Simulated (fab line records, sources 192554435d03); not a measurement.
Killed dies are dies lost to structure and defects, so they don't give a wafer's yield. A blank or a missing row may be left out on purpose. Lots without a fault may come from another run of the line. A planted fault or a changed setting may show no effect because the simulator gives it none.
One fault seen from 2 desks | flow n5_finfet | each desk has only its own numbers; what lay behind them comes last

THE TOOL OWNER'S DESK: pecvd-01
The tool's own readings at N5_BEOL_M1_ILD_DEP_00 (deposits SiOC from DEMS/O2, target thk 79 nm, time 15.3 s): means of the sampled wafers that have a number, for each lot that ran on this tool. A lot is out of limits, marked OUT, if its mean lies more than 4 standard deviations from the usual mean; the brackets give that distance.
Columns: A = heater_power_w at N5_BEOL_M1_ILD_DEP_00, usual 489 W; B = showerhead_plenum_p_Torr at N5_BEOL_M1_ILD_DEP_00, usual 5.702 Torr; C = susceptor_temp_C at N5_BEOL_M1_ILD_DEP_00, usual 349.97 C; D = throttle_valve_pct at N5_BEOL_M1_ILD_DEP_00, usual 12.2 %
lot  | first seen here | A   | B     | C      | D
L343 | day 7 07:56     | 555 | 5.716 | 350.26 | 12.5
L345 | day 8 09:50     | 562 | 5.717 | 349.97 | 12.7
L346 | day 8 11:26     | 467 | 5.704 | 350.14 | 12.2
L347 | day 8 12:57     | 504 | 5.712 | 349.89 | 12.7
L357 | day 11 00:55    | 479 | 5.714 | 349.86 | 12.6
This desk's finding: nothing out of limits on any of the 5 lots.

THE METROLOGY DESK
What the gauges read, lot by lot, whatever tool the lot ran on: means of the sampled wafers that have a number. A lot is out of limits, marked OUT, if its mean lies more than 4 standard deviations from the usual mean; the brackets give that distance. Of its 11 readings 7 are shown: those that lie furthest out on some lot.
Columns: A = M1_ILD_THK at N5_BEOL_M1_THK_MEAS_01, usual 78.8 nm; B = DIBL_P at N5_BEOL_M4_RC_MEAS_101, usual 36.0 mV/V; C = IOFF_P at N5_BEOL_M4_RC_MEAS_101, usual 0.21 nA/um; D = ION_N at N5_BEOL_M4_RC_MEAS_101, usual 671 uA/um; E = ION_P at N5_BEOL_M4_RC_MEAS_101, usual 460 uA/um; F = SS_N at N5_BEOL_M4_RC_MEAS_101, usual 71.5 mV/dec; G = SS_P at N5_BEOL_M4_RC_MEAS_101, usual 73.2 mV/dec
lot  | first seen here | A    | B    | C    | D   | E   | F    | G
L340 | day 6 17:31     | 79.1 | 34.3 | 0.18 | 664 | 452 | 71.6 | 72.5
L343 | day 7 08:00     | 79.5 | 36.3 | 0.23 | 665 | 454 | 71.5 | 73.4
L345 | day 8 09:54     | 79.5 | 35.9 | 0.20 | 674 | 459 | 71.7 | 73.8
L346 | day 8 11:30     | 78.6 | 31.2 | 0.14 | 649 | 447 | 70.5 | 71.4
L347 | day 8 13:01     | 78.2 | 35.1 | 0.22 | 662 | 468 | 70.9 | 72.3
L348 | day 8 18:31     | 77.8 | 35.3 | 0.20 | 672 | 468 | 71.3 | 73.3
L353 | day 10 02:58    | 78.7 | 37.5 | 0.23 | 686 | 468 | 71.8 | 73.2
L355 | day 10 15:25    | 79.9 | 38.8 | 0.28 | 691 | 469 | 72.3 | 74.2
L356 | day 10 17:45    | 77.8 | 37.2 | 0.23 | 682 | 465 | 71.6 | 73.2
L357 | day 11 00:58    | 80.3 | 37.6 | 0.23 | 671 | 463 | 72.0 | 73.7
This desk's finding: nothing out of limits on any of the 10 lots.

PUT TOGETHER
The tool owner's desk saw nothing out of limits.
The metrology desk saw nothing out of limits.

WHAT THE SIMULATOR HAD PUT IN
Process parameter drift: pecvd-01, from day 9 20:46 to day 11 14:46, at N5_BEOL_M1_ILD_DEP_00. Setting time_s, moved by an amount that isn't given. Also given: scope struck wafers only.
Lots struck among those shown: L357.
